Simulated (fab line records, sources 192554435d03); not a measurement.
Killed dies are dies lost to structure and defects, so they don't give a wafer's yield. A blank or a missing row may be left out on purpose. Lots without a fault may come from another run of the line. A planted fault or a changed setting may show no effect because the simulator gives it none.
A struck lot beside a sound one | flow n5_finfet | 15 steps out of a route of 1938
Sound: wafers L911.1, L911.3, L911.5. Struck: wafers L917.2, L917.5, L917.6. The cause comes at the end.
At each step with rows: each side's tool, then ch and its chambers, then its first start. Under that, the readings that differ: sound wafers | struck wafers | difference of the means | sigmas: that difference in standard deviations of wafers without a fault.
alike: readings whose means differ by less than 2 such deviations, and words and numbers that are the same on both sides. not compared: withheld readings, readings that some wafer has no value for, bounds like >300 that may hide the same value, and numbers for which the record gives no deviation and whose values overlap.
The two part at a step that has a row with sigmas, a row that says differs or no value, or rows on one side only. Numbers that don't overlap but have no deviation are shown without sigmas and don't part them. A reading that every wafer of one side lacks parts them only if that side has two wafers or more.

N5_BEOL_M5_DESCUM_16: chemistry O2, time 7 s.
  sound on rie_diel-04 ch 0,1,3, day 10 16:45; struck on rie_diel-04 ch 2,3, day 12 02:11
  alike: chamber_pressure_mTorr, drypump_motor_current_A, oes_product_au, rf_vpp_V, showerhead_plenum_p_Torr, throttle_valve_pct
  not compared: rf_hours_counter_h
N5_BEOL_M5_ETCH_72: etches underlayer in N2/H2, target depth 6.5 nm, time 5.2 s.
  sound on rie_diel-04 ch 0,1,3, day 10 16:47; struck on rie_diel-04 ch 2,3, day 12 02:14
  alike: chamber_pressure_mTorr, drypump_motor_current_A, etch_rf_on_time_s, oes_product_au, rf_vpp_V, showerhead_plenum_p_Torr, throttle_valve_pct
  not compared: rf_hours_counter_h
then, 1 step without rows for these wafers: N5_BEOL_M5_ETCH_61 (etches SiARC in CF4, target depth 15.6 nm, time 26 s).
N5_BEOL_M5_ETCH_62: etches SOC in N2/H2, target depth 75 nm, overetch 15 nm, time 112.5 s.
  sound on rie_diel-04 ch 0,1,3, day 10 16:50; struck on rie_diel-04 ch 2,3, day 12 02:16
  alike: chamber_pressure_mTorr, drypump_motor_current_A, oes_product_au, rf_vpp_V, showerhead_plenum_p_Torr, throttle_valve_pct
  not compared: rf_hours_counter_h
then, 2 steps without rows for these wafers: N5_BEOL_M5_STRIP_63 (strips in N2/H2); N5_BEOL_M5_STRIP_73 (strips in N2/H2).
N5_BEOL_M5_STRIP_64: strips in CF4.
  sound on rie_diel-04 ch 0,1,3, day 10 16:58; struck on rie_diel-04 ch 2,3, day 12 02:24
  reading                        | sound             | struck            | difference | sigmas
  chamber_pressure_mTorr (mTorr) | 49.90 50.00 49.97 | 50.04 50.03 50.05 | +0.08      | +2
  alike: drypump_motor_current_A, oes_product_au, rf_vpp_V, showerhead_plenum_p_Torr, throttle_valve_pct
  not compared: rf_hours_counter_h
N5_BEOL_M5_HM_OPEN_17: chemistry Cl2/BCl3, target TiN, target depth 20 nm, overetch 6 nm.
  sound on rie_metal-03 ch 1, day 10 17:00; struck on rie_metal-02 ch 0,1, day 12 02:26
  alike: chamber_pressure_mTorr, drypump_motor_current_A, oes_product_au, throttle_valve_pct
  not compared: rf_hours_counter_h
then, 1 step without rows for these wafers: N5_BEOL_M5_STRIP_19 (strips in O2).
N5_BEOL_M5_CD_MEAS_18: pitch 56 nm, target cd 28 nm.
  sound on cd_sem-03, day 10 17:11; struck on cd_sem-02, day 12 02:37
  alike: cd_nm
then, 2 steps without rows for these wafers: N5_BEOL_M5_COAT_65 (time 60 s, resist thk 60 nm); N5_BEOL_M5_COAT_66 (time 60 s, resist thk 12 nm).
N5_BEOL_M5_COAT_74: time 60 s, resist thk 5 nm.
  sound on litho_track-02 ch 0, day 10 18:14; struck on litho_track-02 ch 0, day 12 04:23
  reading                  | sound                | struck               | difference | sigmas
  heater_power_total_W (W) | 394.0 391.4 391.6    | 427.5 427.3 424.8    | +34.2      | +29
  plate_temp_C (C)         | 204.92 204.92 204.97 | 219.30 219.51 219.24 | +14.41     | +85
then, 1 step without rows for these wafers: N5_BEOL_M5_COAT_22 (resist thk 30 nm).
-- the record jumps here: 5 days lie between the struck wafers' starts before and after (it left off in module BEOL_M5 and takes up again in module PASSIVATION, whose first step shown is number 1936 of the route) --
N5_PASSIVATION_PROBE_49:
  sound on prober-01, day 15 13:19; struck on prober-02, day 17 07:52
  reading                  | sound          | struck         | difference | sigmas
  defect_limited_yield (%) | 93.2 92.9 95.0 | 91.7 88.2 89.6 | -3.9       | -3
  killed_at_other          | 1 0 1          | 7 12 8         | +8         | +3
  killed_dies              | 80 84 59       | 98 139 123     | +46        | +3
  killed_open              | 52 45 34       | 75 87 75       | +35        | +3
  sort_bin_6_memory (%)    | 2.2 2.5 2.0    | 3.5 4.8 3.6    | +1.7       | +3
  sort_n_pass              | 1100 1096 1121 | 1082 1041 1057 | -46        | -2
  sort_yield_pct (%)       | 93.2 92.9 95.0 | 91.7 88.2 89.6 | -3.9       | -2
  alike: killed_at_M0_to_M3, killed_at_M4_up, killed_at_contacts, killed_at_front_end, killed_short, sort_bin_4_leakage, sort_bin_5_function, sort_bin_8_speed

WHERE THEY PART
First at N5_BEOL_M5_STRIP_64; last, within this record, at N5_PASSIVATION_PROBE_49.

WHY: what the simulator had put in
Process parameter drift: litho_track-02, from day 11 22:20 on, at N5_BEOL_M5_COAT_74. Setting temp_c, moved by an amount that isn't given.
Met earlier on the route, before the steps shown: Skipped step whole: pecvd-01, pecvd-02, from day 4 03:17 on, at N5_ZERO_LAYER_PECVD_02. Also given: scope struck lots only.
